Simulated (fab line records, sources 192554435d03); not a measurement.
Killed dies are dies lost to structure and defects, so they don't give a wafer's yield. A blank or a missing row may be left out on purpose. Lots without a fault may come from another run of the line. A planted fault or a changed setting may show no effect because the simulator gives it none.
Chamber matching | flow n5_finfet | N5_BEOL_M0_CO_CAP_123 on cvd_co-02: 3 sister chambers
The step material Co, precursor CCTBA/H2, target thk 2 nm, time 102.1 s. 39 wafers are shown with their chamber, then 12 later ones without.

WAFERS WITH THEIR CHAMBER
wafer  | chamber | heater_power_w (W)
L074.1 | 0       | 290
L074.2 | 2       | 222
L074.3 | 1       | 221
L076.3 | 1       | 210
L076.4 | 1       | 217
L076.5 | 2       | 220
L077.3 | 0       | 292
L077.5 | 1       | 219
L077.6 | 0       | 283
L078.2 | 2       | 215
L078.3 | 1       | 216
L078.4 | 0       | 279
L080.2 | 1       | 213
L080.4 | 1       | 208
L080.6 | 0       | 284
L081.2 | 0       | 294
L081.5 | 1       | 217
L081.6 | 2       | 217
L084.1 | 1       | 214
L084.3 | 2       | 211
L084.4 | 2       | 221
L085.3 | 0       | 280
L085.5 | 1       | 216
L085.6 | 2       | 213
L087.1 | 2       | 216
L087.3 | 1       | 219
L087.6 | 2       | 216
L090.3 | 1       | 219
L090.4 | 0       | 292
L090.6 | 2       | 213
L091.1 | 1       | 223
L091.2 | 0       | 295
L091.3 | 2       | 217
L091.4 | 0       | 286
L091.5 | 2       | 218
L091.6 | 1       | 211
L092.2 | 0       | 286
L092.3 | 2       | 215
L092.4 | 0       | 291

SIGNATURES (means of the wafers above)
reading        | chamber 0 | chamber 1 | chamber 2 | scatter within a chamber
heater_power_w | 287.67    | 215.93    | 216.46    | 4.37
Rule: a wafer's distance from a chamber is the root of the sum, over the readings, of the square of ((its reading less the chamber's mean) divided by the reading's scatter). The wafer belongs to the nearest chamber; if the next one is less than 2 further off, it can't be placed. The scatter: the root of (the sum of the squares of (reading less its chamber's mean) over the shown wafers, divided by (wafers less chambers)).

WAFERS WITHOUT THEIR CHAMBER
wafer  | heater_power_w (W)
L094.1 | 212
L094.3 | 216
L094.5 | 217
L095.3 | 215
L095.4 | 215
L095.5 | 283
L096.3 | 289
L096.5 | 291
L096.6 | 220
L097.1 | 220
L097.3 | 284
L097.5 | 222

WHICH CHAMBER EACH WENT THROUGH
wafer  | from the rows above     | in truth
L094.1 | can't be placed: 1 or 2 | 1
L094.3 | can't be placed: 1 or 2 | 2
L094.5 | can't be placed: 2 or 1 | 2
L095.3 | can't be placed: 1 or 2 | 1
L095.4 | can't be placed: 1 or 2 | 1
L095.5 | 0                       | 0
L096.3 | 0                       | 0
L096.5 | 0                       | 0
L096.6 | can't be placed: 2 or 1 | 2
L097.1 | can't be placed: 2 or 1 | 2
L097.3 | 0                       | 0
L097.5 | can't be placed: 2 or 1 | 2
Placed correctly: 4 of 12. Can't be placed from these rows: 8 (the true chamber is among the candidates in 8). Placed wrongly: 0.
